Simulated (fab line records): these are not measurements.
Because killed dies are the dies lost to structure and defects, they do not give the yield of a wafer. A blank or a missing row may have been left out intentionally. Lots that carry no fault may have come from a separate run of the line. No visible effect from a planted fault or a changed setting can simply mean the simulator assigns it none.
8D (eight disciplines) problem report, filled in by code | flow nand-harc | the parts of the form that need people (team, actions taken, sign-off) are left out

1. WHAT WENT WRONG
At NHARC_END_SORT_01, killed-at-array averages 98 over 9 wafers from 3 lots, while fault-free wafers read 29, standard deviation 11. That puts it +6.3 standard deviations away from the usual mean.
First seen on wafer L383.2, day 22 09:09, on prober-02. At this step, 9 wafers from 3 lots have a number in the record. Rule for "out" (also "out of limits"): further than 4 standard deviations from the usual mean. Any other wafer with a number is counted as sound.

2. WHAT IT IS; WHAT IT IS NOT
question                    | is                     | is not
which readings at this step | killed-at-array        | killed-at-other, killed-at-periphery, killed-open
which lots                  | L383, L384, L386       | -
which wafers of those lots  | all that have a number | -
read on which gauges        | prober-02              | -
when                        | from day 22 09:09      | up to then (0 sound wafers)

3. THE SUSPECTS, EACH WITH WHAT RULES IT OUT
Counting: any tool at a process step up to the reading is kept as a suspect provided that every lot that is out went through it and no sound lot did after the first of them.
- the gauge at NHARC_END_SORT_01: kept. All the wafers that are out were read on prober-02, and no step on other tools shows them out.
- fcvd-01 at NHARC_A_SGD_CUT_DEP_20 (deposits SiO2, target thk 150 nm): kept. It ran every lot that is out, first L383 (day 17 01:55), and no sound lot after that.
After counting, fcvd-01 at NHARC_A_SGD_CUT_DEP_20 and prober-02 at NHARC_END_SORT_01 remain.

4. THE CAUSE (what the simulator had put in)
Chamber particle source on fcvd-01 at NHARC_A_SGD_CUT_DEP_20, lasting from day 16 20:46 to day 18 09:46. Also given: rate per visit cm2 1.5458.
Counting leaves 2 suspects; this tool is one of them.

5. THE EFFECT CHAIN, in route order
One row per reading whose mean, taken over the struck wafers that have a number, lies over 3 standard deviations from the usual. Readings are gone through only where the record gives a usual standard deviation; hours: the median, over the lots, of the time from a lot's start at the first step in this table giving one to that lot's start at this step; sigmas: the change measured in usual standard deviations.
hours | step              | reading         | usual | on struck wafers | change | sigmas
0     | NHARC_END_SORT_01 | killed-at-array | 29    | 98               | +69    | +6.3
0     | NHARC_END_SORT_01 | killed-dies     | 33    | 100              | +67    | +5.6

6. WHAT WOULD HAVE CAUGHT IT SOONER
The first out-of-limits reading at a measuring or inspecting step in this record came at day 22 09:09, 132 hours after the fault's start at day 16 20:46.
No tool reading at NHARC_A_SGD_CUT_DEP_20 that has a usual standard deviation in the record was out on any struck wafer, so an alarm limit of 4 standard deviations on those readings would not have fired.
By day 22 09:09 the whole set of lots that are out, 3 in number, had already begun NHARC_A_SGD_CUT_DEP_20 on fcvd-01. Had the tool been put on hold then, not one of them would have been saved.
